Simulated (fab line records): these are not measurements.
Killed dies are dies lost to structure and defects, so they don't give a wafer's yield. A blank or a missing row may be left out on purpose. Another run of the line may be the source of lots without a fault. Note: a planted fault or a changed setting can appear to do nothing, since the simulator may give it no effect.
Chamber matching | flow n5Finfet | 4 sister chambers for N5_DUMMY_GATE_ETCH_32 on rieSi-06
The step etches SiO2 in CF4, target depth 3.5 nm, time 3.9 s. 18 wafers are shown with their chamber, then 9 later ones without.

== WAFERS PAIRED WITH THEIR CHAMBERS ==
wafer  | chamber | throttleValvePct (%) | drypumpMotorCurrentA (A) | oesProductAu (a.u.)
L081.1 | 3       | 21.75                | 5.6                      | 1.017
L081.3 | 1       | 21.56                | 5.6                      | 1.003
L081.4 | 2       | 21.74                | 5.2                      | 0.986
L083.1 | 1       | 21.55                | 5.6                      | 1.019
L083.5 | 0       | 21.58                | 5.9                      | 0.999
L083.6 | 3       | 21.75                | 5.6                      | 1.022
L084.3 | 1       | 21.57                | 5.6                      | 1.006
L084.5 | 3       | 21.73                | 5.7                      | 1.021
L084.6 | 2       | 21.73                | 5.3                      | 0.990
L087.3 | 3       | 21.73                | 5.7                      | 1.006
L087.4 | 2       | 21.72                | 5.3                      | 0.989
L087.6 | 3       | 21.74                | 5.6                      | 1.016
L088.3 | 1       | 21.56                | 5.6                      | 1.002
L088.5 | 1       | 21.56                | 5.6                      | 1.015
L088.6 | 0       | 21.58                | 5.9                      | 0.984
L091.1 | 1       | 21.56                | 5.5                      | 1.007
L091.3 | 3       | 21.73                | 5.7                      | 1.010
L091.4 | 0       | 21.58                | 5.9                      | 0.986

SIGNATURES (averages over the wafers above)
reading              | chamber 0 | chamber 1 | chamber 2 | chamber 3 | scatter within a chamber
throttleValvePct     | 21.5800   | 21.5600   | 21.7300   | 21.7383   | 0.00794
drypumpMotorCurrentA | 5.900     | 5.583     | 5.267     | 5.650     | 0.0463
oesProductAu         | 0.98967   | 1.00867   | 0.98833   | 1.01533   | 0.00638
Rule: for each reading, subtract the chamber's mean from the wafer's reading, divide by that reading's scatter and square the result; add these up over the readings and take the root, which gives the wafer's distance from the chamber. The wafer belongs to the nearest chamber; if the next one is less than 2 further off, it can't be placed. The scatter: the root of (the sum of the squares of (reading less its chamber's mean) over the shown wafers, divided by (wafers less chambers)).

== WAFERS WITH NO CHAMBER GIVEN ==
wafer  | throttleValvePct (%) | drypumpMotorCurrentA (A) | oesProductAu (a.u.)
L092.2 | 21.72                | 5.3                      | 0.996
L092.3 | 21.75                | 5.6                      | 1.027
L092.4 | 21.57                | 5.6                      | 1.020
L094.1 | 21.73                | 5.6                      | 1.017
L094.2 | 21.73                | 5.3                      | 0.979
L094.6 | 21.55                | 5.5                      | 1.021
L097.1 | 21.74                | 5.7                      | 1.014
L097.2 | 21.73                | 5.2                      | 0.991
L097.6 | 21.72                | 5.3                      | 0.988

== WHICH CHAMBER EACH ONE RAN IN ==
wafer  | from the rows above | in truth
L092.2 | 2                   | 2
L092.3 | 3                   | 3
L092.4 | 1                   | 1
L094.1 | 3                   | 3
L094.2 | 2                   | 2
L094.6 | 1                   | 1
L097.1 | 3                   | 3
L097.2 | 2                   | 2
L097.6 | 2                   | 2
Correctly placed: 9 of 9. Number that these rows cannot place: 0. Number placed wrongly: 0.
